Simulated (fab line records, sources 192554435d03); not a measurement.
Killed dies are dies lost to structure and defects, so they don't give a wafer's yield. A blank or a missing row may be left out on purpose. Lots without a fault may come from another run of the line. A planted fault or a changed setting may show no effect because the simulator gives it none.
One fault seen from 2 desks | flow n5_finfet | each desk has only its own numbers; what lay behind them comes last

THE TOOL OWNER'S DESK: ald_sin-03
The tool's own readings at N5_BEOL_M4_ALD_98 (deposits SiO2, target thk 2.5 nm, pulse time 1 s, co reactant pulse time 1 s): means of the sampled wafers that have a number, for each lot that ran on this tool. A lot is out of limits, marked OUT, if its mean lies more than 4 standard deviations from the usual mean; the brackets give that distance.
Columns: A = heater_power_w at N5_BEOL_M4_ALD_98, usual 79 W; B = precursor_pulse_height_rel at N5_BEOL_M4_ALD_98, usual 0.999
lot  | first seen here | A  | B
L491 | day 9 22:31     | 76 | 0.984
L492 | day 10 22:48    | 77 | 1.014
This desk's finding: nothing out of limits on any of the 2 lots.

THE METROLOGY DESK
What the gauges read, lot by lot, whatever tool the lot ran on: means of the sampled wafers that have a number. A lot is out of limits, marked OUT, if its mean lies more than 4 standard deviations from the usual mean; the brackets give that distance. Of its 10 readings 7 are shown: those that lie furthest out on some lot.
Columns: A = DIBL_N at N5_BEOL_M4_RC_MEAS_101, usual 36.3 mV/V; B = IOFF_N at N5_BEOL_M4_RC_MEAS_101, usual 0.16 nA/um; C = IOFF_P at N5_BEOL_M4_RC_MEAS_101, usual 0.22 nA/um; D = ION_N at N5_BEOL_M4_RC_MEAS_101, usual 672 uA/um; E = ION_P at N5_BEOL_M4_RC_MEAS_101, usual 462 uA/um; F = SS_N at N5_BEOL_M4_RC_MEAS_101, usual 71.7 mV/dec; G = VT_P at N5_BEOL_M4_RC_MEAS_101, usual -249 mV
lot  | first seen here | A    | B    | C    | D   | E   | F    | G
L481 | day 8 07:45     | 36.9 | 0.18 | 0.25 | 673 | 465 | 71.5 | -246
L482 | day 8 11:30     | 36.4 | 0.18 | 0.23 | 685 | 465 | 71.4 | -250
L491 | day 10 04:07    | 37.2 | 0.16 | 0.23 | 668 | 464 | 71.7 | -250
L492 | day 11 03:26    | 37.6 | 0.23 | 0.24 | 665 | 455 | 73.1 | -250
L495 | day 11 09:41    | 34.1 | 0.15 | 0.23 | 676 | 468 | 71.3 | -245
L498 | day 13 06:53    | 36.4 | 0.16 | 0.21 | 681 | 468 | 71.2 | -252
L499 | day 14 01:11    | 36.4 | 0.18 | 0.27 | 681 | 473 | 71.3 | -245
L502 | day 14 04:40    | 38.8 | 0.21 | 0.21 | 680 | 454 | 73.0 | -251
L503 | day 14 21:55    | 35.0 | 0.13 | 0.17 | 659 | 452 | 71.3 | -253
This desk's finding: nothing out of limits on any of the 9 lots.

PUT TOGETHER
The tool owner's desk saw nothing out of limits.
The metrology desk saw nothing out of limits.

WHAT THE SIMULATOR HAD PUT IN
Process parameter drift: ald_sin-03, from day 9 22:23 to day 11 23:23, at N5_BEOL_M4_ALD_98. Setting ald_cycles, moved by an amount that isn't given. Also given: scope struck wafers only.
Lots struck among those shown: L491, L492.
